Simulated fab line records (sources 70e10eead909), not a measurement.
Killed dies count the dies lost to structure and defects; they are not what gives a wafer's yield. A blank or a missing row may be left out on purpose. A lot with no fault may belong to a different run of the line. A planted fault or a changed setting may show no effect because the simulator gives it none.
Comparing a struck lot with a sound one | flow nand_harc | 14 steps out of a route of 1159
Sound: the wafers L495.2, L495.3, L495.4. Struck: wafer L487.2. (L487.1, L487.6 of the same lot were not struck and are left out.) The cause comes at the end.
Each step with rows lists, per side, the tool, then ch with its chambers, then its first start. Under that, the readings that differ: sound wafers | struck wafers | difference of the means | sigmas: that difference in standard deviations of wafers without a fault.
alike: readings whose means differ by less than 2 such deviations, and words and numbers that are the same on both sides. not compared: withheld readings, readings that some wafer has no value for, bounds like >300 that may hide the same value, and numbers for which the record gives no deviation and whose values overlap.
A row with sigmas, a row that says differs or no value, or rows on one side alone: a step with any of these is where the two part. Numbers that have no deviation but don't overlap get no sigmas and don't part them. Lack of a reading on every wafer of one side parts them only where that side has two or more wafers.

first, 4 steps without rows for these wafers: NHARC_A_WL_FILL_STRIP_28 (strips in post etch residue remover, time 1200 s); NHARC_A_WL_FILL_PRECLEAN_06 (cleans in DIW, time 300 s); NHARC_A_WL_FILL_SRD_07; NHARC_A_WL_FILL_ANNEAL_08 (time 1800 s).
NHARC_A_WL_FILL_ALD_10: deposits SiO2, target thk 50 nm, pulse time 10 s, ald cycles 500.
  sound on ald_hk-03 ch 0,1,3, day 18 22:07; struck on ald_hk-03 ch 3, day 16 15:01
  alike: heater_power_w, precursor_pulse_height_rel
NHARC_A_WL_FILL_ETCHBACK_16: etches the open film in C4F8/O2/Ar, target depth 88 nm, time 17.6 s.
  sound: rie_diel-03 ch 0,2,3; struck: rie_diel-09 ch 1
  reading                | sound       | struck | difference | sigmas
  rf_hours_counter_h (h) | 1.5 1.3 1.6 | 3.0    | +1.5       |
  alike: oes_product_au, rf_vpp_V
NHARC_A_WL_FILL_STRIP_29: strips in O2, time 20 s.
  sound on rie_diel-03 ch 0,2,3, day 19 02:52; struck on rie_diel-09 ch 2, day 16 19:44
  reading                | sound                | struck | difference | sigmas
  rf_hours_counter_h (h) | 1.3 1.5 1.6          | 3.2    | +1.7       |
  rf_vpp_V (V)           | 57.9 57.5 57.3       | 59.4   | +1.8       | +2
  throttle_valve_pct (%) | 17.029 17.044 17.042 | 17.018 | -0.020     | -2
  alike: drypump_motor_current_A, oes_product_au, showerhead_plenum_p_Torr
NHARC_A_WL_FILL_ETCHBACK_17: etches the open film in Cl2/BCl3, target depth 4 nm, time 26.7 s.
  sound on rie_metal-02 ch 0,1, day 19 02:57; struck on rie_metal-03 ch 0, day 16 19:49
  reading                     | sound          | struck | difference | sigmas
  drypump_motor_current_A (A) | 5.49 5.79 5.50 | 4.92   | -0.67      | -2
  alike: he_backside_leak_sccm, oes_product_au
  not compared: rf_hours_counter_h
then, 3 steps without rows for these wafers: NHARC_A_WL_FILL_PRECLEAN_18 (cleans in dHF, time 30 s); NHARC_A_WL_FILL_SRD_21; NHARC_A_WL_FILL_CVD_23 (deposits poly-Si, target thk 40 nm, time 800 s).
NHARC_A_WL_FILL_ETCHBACK_26: etches the open film in HBr, target depth 52 nm, time 13.3 s.
  sound on rie_si-05 ch 0,1,2, day 19 08:21; struck on rie_si-01 ch 3, day 17 00:54
  reading                | sound             | struck | difference | sigmas
  oes_product_au (a.u.)  | 0.999 0.978 1.010 | 0.800  | -0.196     | -20
  rf_hours_counter_h (h) | 0.1 0.1 0.1       | 0.2    | +0.1       |
  alike: drypump_motor_current_A, he_backside_leak_sccm, throttle_valve_pct
then, 1 step without rows for these wafers: NHARC_A_WL_FILL_PRECLEAN_30 (cleans in dHF, time 10 s).
NHARC_END_SORT_01:
  the record has rows for the sound wafers here (prober-02 ch 0, day 23 02:50) and none for the struck ones

== WHERE THEY PART ==
Earliest at NHARC_A_WL_FILL_STRIP_29; latest, in this record, at NHARC_END_SORT_01.

WHY: what had been put in by the simulator
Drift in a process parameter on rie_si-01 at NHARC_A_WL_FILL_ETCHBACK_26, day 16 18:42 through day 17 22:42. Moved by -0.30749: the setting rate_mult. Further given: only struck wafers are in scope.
